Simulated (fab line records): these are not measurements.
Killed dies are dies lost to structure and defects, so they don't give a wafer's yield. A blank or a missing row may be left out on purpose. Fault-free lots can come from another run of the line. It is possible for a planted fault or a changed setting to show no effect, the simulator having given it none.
Matching of chambers    flow n5 finfet    N5_FIN_SAQP_ETCH_65 on rie si-01 has 4 sister chambers
The step etches SiO2 in CF4, target depth 4 nm, time 4.4 s. 8 wafers are shown with their chamber, then 10 later ones without.

## WAFERS WITH THEIR CHAMBER
wafer   chamber  drypump motor current A (A)  throttle valve pct (%)
L082.6  0        5.6                          21.81
L083.1  0        5.7                          21.80
L084.1  2        5.5                          21.60
L084.3  1        4.8                          22.11
L085.1  1        4.8                          22.10
L085.2  2        5.5                          21.58
L086.4  3        5.5                          21.53
L086.5  3        5.5                          21.53

## WAFERS MISSING THEIR CHAMBER
wafer   drypump motor current A (A)  throttle valve pct (%)
L086.6  5.5                          21.58
L088.2  5.5                          21.58
L088.3  5.6                          21.81
L088.6  4.8                          22.11
L092.1  5.6                          21.82
L092.4  5.5                          21.50
L092.5  5.5                          21.50
L097.1  4.8                          22.12
L097.2  5.7                          21.83
L097.5  5.6                          21.82

## WHICH CHAMBER EACH ONE RAN IN
wafer   from the rows above  in truth
L086.6  2                    2
L088.2  2                    2
L088.3  0                    0
L088.6  1                    1
L092.1  0                    0
L092.4  3                    3
L092.5  3                    3
L097.1  1                    1
L097.2  0                    0
L097.5  0                    0
Correctly placed: 10 of 10. Number that these rows cannot place: 0. 0 placed wrongly.
How it was worked out, from the rows above alone: a wafer's distance from a chamber is the root of the sum, over the readings, of the square of ((its reading less the chamber's mean) divided by the reading's scatter). The wafer belongs to the nearest chamber; if the next one is less than 2 further off, it can't be placed. A chamber's mean is the mean of its shown wafers. The scatter is the square root of a quotient: the sum, over the shown wafers, of each reading's squared deviation from its chamber's mean, divided by wafers minus chambers.
